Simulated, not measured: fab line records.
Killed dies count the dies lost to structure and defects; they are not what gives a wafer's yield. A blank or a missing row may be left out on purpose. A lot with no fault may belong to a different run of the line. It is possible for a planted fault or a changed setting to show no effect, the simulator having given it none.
The tool behind it: which one? / flow nandHarc / 6 lots with 18 wafers sampled at 5 steps, on a route of 1159 steps

WHAT EACH GAUGE READ, for each wafer
NHARC_END_SORT_01.
lot / measured / on / defectLimitedYield (%)

WHAT TOOL EACH LOT RAN ON (gives the tool, then ch and the chambers of the sampled wafers, and finally the start)
lot=L563; NHARC_A_BLC_PVD_32=pvdSputter-01, day 23 05:40 or earlier; NHARC_A_M0_DEGAS_28=pvdSputter-03, day 23 05:40; NHARC_A_M0_PVD_21=pvdSputter-03, day 23 05:53; NHARC_A_M0_CMP_23=cmp-04 ch 0,2,3, day 23 06:44
lot=L560; NHARC_A_BLC_PVD_32=pvdSputter-03, day 23 09:55 or earlier; NHARC_A_M0_DEGAS_28=pvdSputter-01, day 23 09:55; NHARC_A_M0_PVD_21=pvdSputter-01, day 23 10:37; NHARC_A_M0_CMP_23=cmp-04 ch 0,1,3, day 23 11:28
lot=L569; NHARC_A_BLC_PVD_32=pvdSputter-01, day 23 22:56 or earlier; NHARC_A_M0_DEGAS_28=pvdSputter-01, day 23 22:56; NHARC_A_M0_PVD_21=pvdSputter-01, day 23 23:10; NHARC_A_M0_CMP_23=cmp-01 ch 1,2,3, day 24 00:02
lot=L570; NHARC_A_BLC_PVD_32=pvdSputter-01, day 25 04:29 or earlier; NHARC_A_M0_DEGAS_28=pvdSputter-01, day 25 04:29; NHARC_A_M0_PVD_21=pvdSputter-01, day 25 04:43; NHARC_A_M0_CMP_23=cmp-04 ch 1,2, day 25 05:39
lot=L578; NHARC_A_BLC_PVD_32=pvdSputter-02, day 25 06:16 or earlier; NHARC_A_M0_DEGAS_28=pvdSputter-02, day 25 06:16; NHARC_A_M0_PVD_21=pvdSputter-02, day 25 06:32; NHARC_A_M0_CMP_23=cmp-01 ch 0,2,3, day 25 07:27
lot=L579; NHARC_A_BLC_PVD_32=pvdSputter-03, day 25 12:40 or earlier; NHARC_A_M0_DEGAS_28=pvdSputter-03, day 25 12:40; NHARC_A_M0_PVD_21=pvdSputter-03, day 25 12:53; NHARC_A_M0_CMP_23=cmp-02 ch 1,3, day 25 13:52
- NHARC_A_BLC_PVD_32: deposits Ti, target thk 5 nm, time 17.7 s.
- NHARC_A_M0_DEGAS_28: time 60 s.
- NHARC_A_M0_PVD_21: deposits Cu, target thk 30 nm, time 20.49 s.
- NHARC_A_M0_CMP_23: polishes, t overpolish 20 s, target thk 113.75 nm.

THE ANSWER, worked out from the rows above alone
Rule: the lots themselves supply what counts as usual. The widest of any qualifying gaps counts: lots, ordered by their means at a reading, are off when they make up no more than a third of the lots, leave a main group of 4 or more, and stand apart from it by 3 or more times the standard deviation of that group's means. Not used: any main group whose means are identical at the precision the tables above print for the reading. Also off: a lot with no number at a reading for which 4 or more lots have one. Where the step has rows for the other lots, those lots are counted as sound.
No lot is off at any reading shown: from this, nothing can be told.

WHAT WAS PUT IN BY THE SIMULATOR
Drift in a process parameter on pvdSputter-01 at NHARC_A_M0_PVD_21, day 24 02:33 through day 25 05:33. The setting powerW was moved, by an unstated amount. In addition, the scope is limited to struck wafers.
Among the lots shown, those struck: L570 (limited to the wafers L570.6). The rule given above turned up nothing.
